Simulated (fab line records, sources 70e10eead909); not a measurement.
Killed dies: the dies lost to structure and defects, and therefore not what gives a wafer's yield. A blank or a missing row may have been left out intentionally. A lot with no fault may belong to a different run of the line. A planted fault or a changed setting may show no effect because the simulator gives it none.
Chamber matching / flow nandHarc / 4 sister chambers for NHARC_A_CHANNEL_HOLE_D2_ETCH_38 on rieDiel-05
The step etches the open film in CF4, target depth 39 nm, time 65 s. 14 wafers are shown with their chamber, then 7 later ones without.

## WAFERS WITH THEIR CHAMBER
wafer=L577.2; chamber=3; drypumpMotorCurrentA (A)=6.32; oesProductAu (a.u.)=1.023; rfVppV (V)=149.9
wafer=L577.4; chamber=0; drypumpMotorCurrentA (A)=5.53; oesProductAu (a.u.)=0.994; rfVppV (V)=152.6
wafer=L577.5; chamber=2; drypumpMotorCurrentA (A)=6.14; oesProductAu (a.u.)=1.018; rfVppV (V)=152.3
wafer=L579.3; chamber=3; drypumpMotorCurrentA (A)=6.34; oesProductAu (a.u.)=1.011; rfVppV (V)=151.6
wafer=L579.5; chamber=0; drypumpMotorCurrentA (A)=5.54; oesProductAu (a.u.)=0.987; rfVppV (V)=153.2
wafer=L579.6; chamber=3; drypumpMotorCurrentA (A)=6.34; oesProductAu (a.u.)=1.010; rfVppV (V)=149.4
wafer=L588.3; chamber=0; drypumpMotorCurrentA (A)=5.51; oesProductAu (a.u.)=0.986; rfVppV (V)=152.4
wafer=L588.5; chamber=1; drypumpMotorCurrentA (A)=5.73; oesProductAu (a.u.)=1.002; rfVppV (V)=150.5
wafer=L588.6; chamber=0; drypumpMotorCurrentA (A)=5.54; oesProductAu (a.u.)=0.988; rfVppV (V)=153.6
wafer=L591.1; chamber=3; drypumpMotorCurrentA (A)=6.31; oesProductAu (a.u.)=0.990; rfVppV (V)=151.4
wafer=L591.2; chamber=0; drypumpMotorCurrentA (A)=5.55; oesProductAu (a.u.)=0.988; rfVppV (V)=152.5
wafer=L591.5; chamber=0; drypumpMotorCurrentA (A)=5.56; oesProductAu (a.u.)=0.987; rfVppV (V)=152.6
wafer=L594.1; chamber=3; drypumpMotorCurrentA (A)=6.32; oesProductAu (a.u.)=0.997; rfVppV (V)=152.0
wafer=L594.3; chamber=1; drypumpMotorCurrentA (A)=5.73; oesProductAu (a.u.)=0.997; rfVppV (V)=150.9

SIGNATURES (means of the wafers above)
reading=drypumpMotorCurrentA; chamber 0=5.5383; chamber 1=5.7300; chamber 2=6.1400; chamber 3=6.3260; scatter within a chamber=0.0148
reading=oesProductAu; chamber 0=0.98833; chamber 1=0.99950; chamber 2=1.01800; chamber 3=1.00620; scatter within a chamber=0.00849
reading=rfVppV; chamber 0=152.817; chamber 1=150.700; chamber 2=152.300; chamber 3=150.860; scatter within a chamber=0.8
Rule: distance of a wafer from a chamber = root of the sum over the readings of ((wafer's reading minus chamber's mean) / reading's scatter) squared. If the next closest chamber is less than 2 further off than the closest, the wafer can't be placed; otherwise it belongs to the closest. How the scatter is found: for the shown wafers, subtract from each reading the mean of its chamber, square and add these, divide the total by (wafers less chambers), then take the root.

## WAFERS WITH NO CHAMBER GIVEN
wafer=L594.4; drypumpMotorCurrentA (A)=5.54; oesProductAu (a.u.)=0.997; rfVppV (V)=153.9
wafer=L595.1; drypumpMotorCurrentA (A)=6.09; oesProductAu (a.u.)=0.999; rfVppV (V)=151.7
wafer=L595.4; drypumpMotorCurrentA (A)=5.52; oesProductAu (a.u.)=0.992; rfVppV (V)=152.1
wafer=L595.6; drypumpMotorCurrentA (A)=5.52; oesProductAu (a.u.)=0.988; rfVppV (V)=152.2
wafer=L596.1; drypumpMotorCurrentA (A)=6.33; oesProductAu (a.u.)=0.988; rfVppV (V)=150.7
wafer=L596.2; drypumpMotorCurrentA (A)=5.72; oesProductAu (a.u.)=1.003; rfVppV (V)=148.6
wafer=L596.5; drypumpMotorCurrentA (A)=6.34; oesProductAu (a.u.)=0.990; rfVppV (V)=151.1

## CHAMBER TAKEN BY EACH
wafer=L594.4; from the rows above=0; in truth=0
wafer=L595.1; from the rows above=2; in truth=2
wafer=L595.4; from the rows above=0; in truth=0
wafer=L595.6; from the rows above=0; in truth=0
wafer=L596.1; from the rows above=3; in truth=3
wafer=L596.2; from the rows above=1; in truth=1
wafer=L596.5; from the rows above=3; in truth=3
Placed correctly: 7 of 7. Not placeable from these rows: 0. Placed wrongly: 0.
